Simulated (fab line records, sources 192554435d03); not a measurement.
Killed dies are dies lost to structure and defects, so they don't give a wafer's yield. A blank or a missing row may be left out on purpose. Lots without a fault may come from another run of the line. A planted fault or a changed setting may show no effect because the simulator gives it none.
Split-lot experiment | flow n5_finfet | 7 lots, 39 wafers read, on a route of 1938 steps

THE SPLIT
At N5_PMOS_HMC_CHANNEL_EPI_EPI_20 (deposits SiGe30, target thk 59 nm), the setting temp_c was moved away from the recipe's 600 C on 12 of the 39 wafers read, by -0.6% to +0.7%. The other wafers ran this setting at the recipe's value.

The reading is taken at the split's own step.

THE READING
SiGe30_of_PMOS_HMC_CHANNEL_EPI_EPI_20.thk_nm (the simulator's own value, which no gauge read), in nm, at N5_PMOS_HMC_CHANNEL_EPI_EPI_20 (deposits SiGe30, target thk 59 nm). The file gives no usual value for it. The 27 wafers here that ran the recipe average 58.78 nm, standard deviation 0.89 nm.

wafer  | tool, chamber at the split | temp_c as run, C | against the recipe | SiGe30_of_PMOS_HMC_CHANNEL_EPI_EPI_20.thk_nm, nm | against lot-mates on the recipe
L075.1 | epi_rpcvd-04, 0            | 600              | recipe             | 59.56                                            | -
L075.2 | epi_rpcvd-04, 0            | 600              | recipe             | 60.08                                            | -
L075.3 | epi_rpcvd-04, 0            | 600              | recipe             | 59.95                                            | -
L075.4 | epi_rpcvd-04, 0            | 600              | recipe             | 59.53                                            | -
L075.5 | epi_rpcvd-04, 0            | 600              | recipe             | 59.98                                            | -
L075.6 | epi_rpcvd-04, 0            | 600              | recipe             | 60.09                                            | -
L076.1 | epi_rpcvd-04, 0            | 600              | recipe             | 58.14                                            | -
L076.2 | epi_rpcvd-04, 0            | 596.6            | -0.6%              | 54.73                                            | -3.16
L076.3 | epi_rpcvd-04, 0            | 600              | recipe             | 57.29                                            | -
L076.4 | epi_rpcvd-04, 0            | 600              | recipe             | 58.23                                            | -
L076.5 | epi_rpcvd-04, 0            | 596.6            | -0.6%              | 53.74                                            | -4.15
L076.6 | epi_rpcvd-04, 0            | 596.6            | -0.6%              | 54.59                                            | -3.30
L077.1 | epi_rpcvd-04, 0            | 600              | recipe             | 59.36                                            | -
L077.2 | epi_rpcvd-04, 0            | 600              | recipe             | 58.34                                            | -
L077.3 | epi_rpcvd-04, 0            | 600              | recipe             | 59.08                                            | -
L077.4 | epi_rpcvd-04, 0            | 600              | recipe             | 58.59                                            | -
L077.5 | epi_rpcvd-04, 0            | 600              | recipe             | 59.19                                            | -
L077.6 | epi_rpcvd-04, 0            | 600              | recipe             | 58.18                                            | -
L079.1 | epi_rpcvd-01, 0            | 602.3            | +0.4%              | 61.19                                            | +2.72
L079.2 | epi_rpcvd-01, 0            | 600              | recipe             | 58.32                                            | -
L079.3 | epi_rpcvd-01, 0            | 602.3            | +0.4%              | 62.01                                            | +3.54
L079.4 | epi_rpcvd-01, 0            | 600              | recipe             | 58.15                                            | -
L079.5 | epi_rpcvd-01, 0            | 600              | recipe             | 58.93                                            | -
L079.6 | epi_rpcvd-01, 0            | 602.3            | +0.4%              | 61.55                                            | +3.08
L081.1 | epi_rpcvd-01, 0            | 602              | +0.3%              | 61.38                                            | +2.23
L081.2 | epi_rpcvd-01, 0            | 600              | recipe             | 59.37                                            | -
L081.3 | epi_rpcvd-01, 0            | 600              | recipe             | 58.34                                            | -
L081.4 | epi_rpcvd-01, 0            | 602              | +0.3%              | 62.33                                            | +3.18
L081.5 | epi_rpcvd-01, 0            | 602              | +0.3%              | 61.51                                            | +2.36
L081.6 | epi_rpcvd-01, 0            | 600              | recipe             | 59.74                                            | -
L082.1 | epi_rpcvd-03, 0            | 600              | recipe             | 57.08                                            | -
L082.3 | epi_rpcvd-03, 0            | 600              | recipe             | 57.66                                            | -
L082.5 | epi_rpcvd-03, 0            | 600              | recipe             | 56.94                                            | -
L086.1 | epi_rpcvd-01, 0            | 600              | recipe             | 58.65                                            | -
L086.2 | epi_rpcvd-01, 0            | 604.4            | +0.7%              | 63.85                                            | +4.90
L086.3 | epi_rpcvd-01, 0            | 600              | recipe             | 59.1                                             | -
L086.4 | epi_rpcvd-01, 0            | 600              | recipe             | 59.1                                             | -
L086.5 | epi_rpcvd-01, 0            | 604.4            | +0.7%              | 63.99                                            | +5.04
L086.6 | epi_rpcvd-01, 0            | 604.4            | +0.7%              | 64.15                                            | +5.20

THE FIT
A straight line over all 39 wafers: SiGe30_of_PMOS_HMC_CHANNEL_EPI_EPI_20.thk_nm changes by +7.52 nm for each +1% of temp_c; r = +0.94; the points scatter about the line by 0.8 nm.
The same after taking each lot's own level away (the mean of its wafers on the recipe; 39 wafers): +6.88 nm for each +1%; r = +0.98; scatter 0.42 nm.
On that fit, the largest move of temp_c shifts the reading by 5 nm.
The lots' own levels span 57.227 to 59.865 nm, that is 3.0 times the standard deviation above.
So the lot-to-lot level changes the slope little: the two slopes agree.
Check: with one of the wafers moved furthest among these (+0.7%) left out of the fit, the line predicts +5.18 nm for it against its lot-mates. It came out at +4.9 nm against them.

THE FILE'S OWN FIT
SiGe30_of_PMOS_HMC_CHANNEL_EPI_EPI_20.thk_nm changes by +6.95 nm for each +1% of temp_c, r = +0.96.
